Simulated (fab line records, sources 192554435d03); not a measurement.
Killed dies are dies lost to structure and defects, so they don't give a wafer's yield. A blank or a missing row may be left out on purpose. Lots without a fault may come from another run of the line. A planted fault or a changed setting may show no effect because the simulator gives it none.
Chamber matching | flow n5_finfet | N5_BEOL_M2_ETCHBACK_99 on rie_diel-01: 4 sister chambers
The step etches SiO2 in CHF3, target depth 5 nm, time 10.4 s. 18 wafers are shown with their chamber, then 9 later ones without.

WAFERS WITH THEIR CHAMBER
wafer  | chamber | throttle_valve_pct (%) | drypump_motor_current_A (A) | showerhead_plenum_p_Torr (Torr)
L076.1 | 0       | 17.32                  | 5.5                         | 2.12
L076.3 | 2       | 17.24                  | 5.9                         | 2.23
L076.5 | 2       | 17.23                  | 5.9                         | 2.23
L077.1 | 0       | 17.34                  | 5.5                         | 2.11
L077.5 | 3       | 16.57                  | 6.1                         | 2.11
L077.6 | 2       | 17.26                  | 5.8                         | 2.23
L083.1 | 1       | 16.73                  | 5.5                         | 2.17
L083.2 | 2       | 17.28                  | 5.9                         | 2.23
L083.5 | 1       | 16.71                  | 5.5                         | 2.17
L085.2 | 1       | 16.72                  | 5.5                         | 2.16
L085.5 | 0       | 17.36                  | 5.4                         | 2.11
L085.6 | 3       | 16.58                  | 6.1                         | 2.10
L090.1 | 2       | 17.29                  | 5.9                         | 2.22
L090.4 | 0       | 17.38                  | 5.5                         | 2.10
L090.5 | 0       | 17.36                  | 5.5                         | 2.10
L089.1 | 2       | 17.30                  | 5.9                         | 2.22
L089.4 | 1       | 16.75                  | 5.5                         | 2.16
L089.6 | 2       | 17.30                  | 5.9                         | 2.22

SIGNATURES (means of the wafers above)
reading                  | chamber 0 | chamber 1 | chamber 2 | chamber 3 | scatter within a chamber
throttle_valve_pct       | 17.3520   | 16.7275   | 17.2714   | 16.5750   | 0.0237
drypump_motor_current_A  | 5.480     | 5.500     | 5.886     | 6.100     | 0.0344
showerhead_plenum_p_Torr | 2.1080    | 2.1650    | 2.2257    | 2.1050    | 0.00655
Rule: a wafer's distance from a chamber is the root of the sum, over the readings, of the square of ((its reading less the chamber's mean) divided by the reading's scatter). The wafer belongs to the nearest chamber; if the next one is less than 2 further off, it can't be placed. The scatter: the root of (the sum of the squares of (reading less its chamber's mean) over the shown wafers, divided by (wafers less chambers)).

WAFERS WITHOUT THEIR CHAMBER
wafer  | throttle_valve_pct (%) | drypump_motor_current_A (A) | showerhead_plenum_p_Torr (Torr)
L091.1 | 17.38                  | 5.5                         | 2.10
L091.4 | 17.31                  | 5.8                         | 2.22
L091.5 | 17.39                  | 5.5                         | 2.10
L092.1 | 16.74                  | 5.5                         | 2.16
L092.4 | 17.31                  | 5.9                         | 2.22
L092.5 | 17.40                  | 5.4                         | 2.10
L096.1 | 17.41                  | 5.5                         | 2.10
L096.3 | 17.32                  | 5.8                         | 2.22
L096.5 | 17.39                  | 5.5                         | 2.10

WHICH CHAMBER EACH WENT THROUGH
wafer  | from the rows above | in truth
L091.1 | 0                   | 0
L091.4 | 2                   | 2
L091.5 | 0                   | 0
L092.1 | 1                   | 1
L092.4 | 2                   | 2
L092.5 | 0                   | 0
L096.1 | 0                   | 0
L096.3 | 2                   | 2
L096.5 | 0                   | 0
Placed correctly: 9 of 9. Can't be placed from these rows: 0. Placed wrongly: 0.
